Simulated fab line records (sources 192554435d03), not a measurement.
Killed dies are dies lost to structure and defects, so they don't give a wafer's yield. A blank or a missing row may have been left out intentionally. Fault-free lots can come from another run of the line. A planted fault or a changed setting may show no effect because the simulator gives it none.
Split-lot trial	flow n5 finfet	21 wafers read across 7 lots, on a route 1938 steps long

== THE SPLIT ITSELF ==
At N5_BEOL_M0_SAQP_ETCH_107 (etches SiNx in CH3F/O2, target depth 30 nm), the setting bias w was moved away from the recipe's 73 W on 6 of the 21 wafers read, by -5.3% to +17.8%. The other wafers ran this setting at the recipe's value.

The reading is taken at the split's own step.

== THE READING ==
rf vpp V, in V, at N5_BEOL_M0_SAQP_ETCH_107 (etches SiNx in CH3F/O2, target depth 30 nm). A value of 299 V with a standard deviation of 5.8 V is what fault-free wafers of this fab line usually give.

wafer	tool, chamber at the split	bias w as run, W	against the recipe	rf vpp V, V	against lot-mates on the recipe
L081.2	rie diel-03, 2	73	recipe	299	-
L081.3	rie diel-03, 1	79.39	+8.8%	324	+20
L081.4	rie diel-03, 3	73	recipe	309	-
L082.1	rie diel-03, 0	73	recipe	295	-
L082.4	rie diel-03, 2	85.97	+17.8%	342	+47
L082.5	rie diel-03, 0	85.97	+17.8%	335	+40
L083.1	rie diel-03, 1	73	recipe	303	-
L083.4	rie diel-03, 3	73	recipe	306	-
L083.6	rie diel-03, 2	73	recipe	300	-
L089.2	rie diel-03, 2	73	recipe	299	-
L089.3	rie diel-03, 1	73	recipe	303	-
L089.6	rie diel-03, 1	73	recipe	303	-
L092.4	rie diel-04, 1	73	recipe	289	-
L092.5	rie diel-04, 1	73	recipe	290	-
L092.6	rie diel-04, 2	83.69	+14.6%	333	+44
L093.1	rie diel-03, 1	73	recipe	302	-
L093.3	rie diel-03, 3	73	recipe	308	-
L093.5	rie diel-03, 2	73	recipe	298	-
L094.2	rie diel-03, 0	69.11	-5.3%	283	-21
L094.4	rie diel-03, 1	73	recipe	304	-
L094.6	rie diel-03, 1	69.11	-5.3%	289	-15

THE FIT
A straight line over all 21 wafers: rf vpp V changes by +2.24 V for each +1% of bias w; r = +0.94; the points scatter about the line by 5.4 V.
The same after taking each lot's own level away (the mean of its wafers on the recipe; 21 wafers): +2.63 V for each +1%; r = +0.98; scatter 3.6 V.
That fit puts the effect of the largest move of bias w on the reading at 47 V.
The lots' own levels span 289.5 to 304.0 V, that is 2.5 times the standard deviation above.
Thus the slope moves with the lot-to-lot level: the two fits are different.
Check: +45.8 V against its lot-mates is what the line predicts for one of the wafers moved furthest among these (+17.8%) when that wafer is left out of the fit. It came out at +47 V against them.
Tool readings at the split's step, against how far the setting was moved: rf vpp V r = +0.94.

== FURTHER SPLITS ON THESE WAFERS ==
Note: prior to the reading, these wafers also went through further splits. Each is held against what the fit with the lots' levels taken away leaves over:
other split on the same wafers	wafers away from the commonest value	r with rf vpp V (lot level and that fit taken away)
N5_MOL_CONTACT_COAG_COAT_76 spin rpm	8	-0.19
N5_MOL_CONTACT_COAG_COAT_63 spin rpm	7	+0.09

== FILE'S OWN FIT ==
rf vpp V changes by +2.61 V for each +1% of bias w, r = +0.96.
